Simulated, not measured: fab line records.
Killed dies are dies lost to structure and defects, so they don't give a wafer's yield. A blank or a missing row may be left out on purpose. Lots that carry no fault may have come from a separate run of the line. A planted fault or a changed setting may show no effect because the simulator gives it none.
Struck lot and sound lot, side by side | flow n5_finfet | 36 steps out of a route of 1938
Sound: the wafers L534.1, L534.3, L534.5. Struck: wafers L535.1, L535.3 (left out: L535.5, a lot-mate that was not struck); the cause follows at the end.
For every step that has rows: the tool of each side, followed by ch and its chambers, followed by its first start. Under that, the readings that differ: sound wafers | struck wafers | difference of the means | sigmas: that difference in standard deviations of wafers without a fault.
alike: readings whose means differ by less than 2 such deviations, and words and numbers that are the same on both sides. not compared: withheld readings, readings that some wafer has no value for, bounds like >300 that may hide the same value, and numbers for which the record gives no deviation and whose values overlap.
The two part at a step that has a row with sigmas, a row that says differs or no value, or rows on one side only. Non-overlapping numbers with no deviation appear without sigmas and do not part them. A reading that every wafer of one side lacks parts them only if that side has two wafers or more.

first, 8 steps without rows for these wafers: N5_BEOL_M7_SPUTTER_48 (material Cu, target thk 10 nm, time 1.667 s); N5_BEOL_M7_ECD_50 (material Cu, target thk 300 nm); N5_BEOL_M7_ANNEAL_51 (time 90 s); N5_BEOL_M7_CMP_52 (polishes, stops on SiCOH lowk, t overpolish 6.9 s, target thk 80 nm); N5_BEOL_M7_PRE_CLEAN_55 (time 15 s); N5_BEOL_M7_DEP_56 (deposits SiCN from 3MS/NH3, target thk 10 nm, time 17.5 s); N5_BEOL_M8_ILD_DEP_00 (deposits SiCOH lowk from DEMS/porogen, target thk 179.75 nm, time 33.4 s); N5_BEOL_M8_CURE_74 (cures SiCOH lowk, time 240 s).
N5_BEOL_M8_PECVD_70: deposits SiO2 from TEOS/O2, target thk 20 nm, time 22.7 s.
  sound on pecvd-03 ch 0,2, day 12 15:02; struck on pecvd-03 ch 1,2, day 13 07:39
  reading                                    | sound        | struck  | difference | sigmas
  model.SiO2_of_BEOL_M8_PECVD_70.thk_nm (nm) | 20 19.8 20.4 | 6.4 6.6 | -13.6      |
  alike: heater_power_w, showerhead_plenum_p_Torr, showerhead_vpp_V, throttle_valve_pct
then, 25 steps without rows for these wafers: N5_BEOL_M8_HM_DEP_02 (deposits TiN, target thk 20 nm); N5_BEOL_M8_COAT_59 (time 60 s, resist thk 100 nm); N5_BEOL_M8_COAT_60 (time 60 s, resist thk 35 nm); N5_BEOL_M8_COAT_05 (resist thk 90 nm); N5_BEOL_M8_EBR_07; N5_BEOL_M8_SOFTBAKE_06 (time 60 s); N5_BEOL_M8_EXPOSE_08 (exposes mask M8); N5_BEOL_M8_PEB_09 (peb time 60 s); N5_BEOL_M8_DEVELOP_10 (develop time 30 s); N5_BEOL_M8_DESCUM_16 (chemistry O2, time 7.9 s); N5_BEOL_M8_ETCH_61 (etches SiARC in CF4, target depth 45.5 nm, time 75.8 s); N5_BEOL_M8_ETCH_62 (etches SOC in N2/H2, target depth 110 nm, overetch 22 nm, time 165 s); N5_BEOL_M8_STRIP_68 (strips in N2/H2); N5_BEOL_M8_STRIP_67 (strips in CF4); N5_BEOL_M8_HM_OPEN_17 (chemistry Cl2/BCl3, target TiN, target depth 20 nm, overetch 6 nm); N5_BEOL_M8_STRIP_19 (strips in O2); N5_BEOL_M8_COAT_63 (time 60 s, resist thk 60 nm); N5_BEOL_M8_COAT_64 (time 60 s, resist thk 12 nm); N5_BEOL_M8_COAT_71 (time 60 s, resist thk 5 nm); N5_BEOL_M8_COAT_22 (resist thk 30 nm); N5_BEOL_M8_EBR_24; N5_BEOL_M8_SOFTBAKE_23 (time 60 s); N5_BEOL_M8_EXPOSE_25 (exposes mask V7, target cd 40 nm); N5_BEOL_M8_PEB_26 (peb time 60 s); N5_BEOL_M8_DEVELOP_27 (develop time 30 s).
N5_BEOL_M8_HM_STRIP_39: strips TiN in peroxide tin strip, target depth 25 nm, time 158 s.
  sound on wet_bench-06 ch 3,6,7, day 12 21:12; struck on wet_bench-06 ch 4,5, day 13 10:53
  reading                                    | sound        | struck  | difference | sigmas
  model.SiO2_of_BEOL_M8_PECVD_70.thk_nm (nm) | 20 19.6 20.2 | 6.2 6.4 | -13.6      |
  alike: bath_guard_temp_C
N5_BEOL_M8_CMP_52: polishes, stops on SiCOH lowk, t overpolish 6.9 s, target thk 80 nm.
  sound on cmp-04 ch 0,1,2, day 12 23:14; struck on cmp-02 ch 0,2, day 13 13:29
  reading                      | sound          | struck    | difference | sigmas
  barrier_field_endpoint_s (s) | 28.3 27.3 28.8 | 12.8 13.7 | -14.9      | -14
  alike: motor_current_A

== WHERE THEY PART ==
Within this record, at N5_BEOL_M8_CMP_52 only.

WHY: what the simulator had put in
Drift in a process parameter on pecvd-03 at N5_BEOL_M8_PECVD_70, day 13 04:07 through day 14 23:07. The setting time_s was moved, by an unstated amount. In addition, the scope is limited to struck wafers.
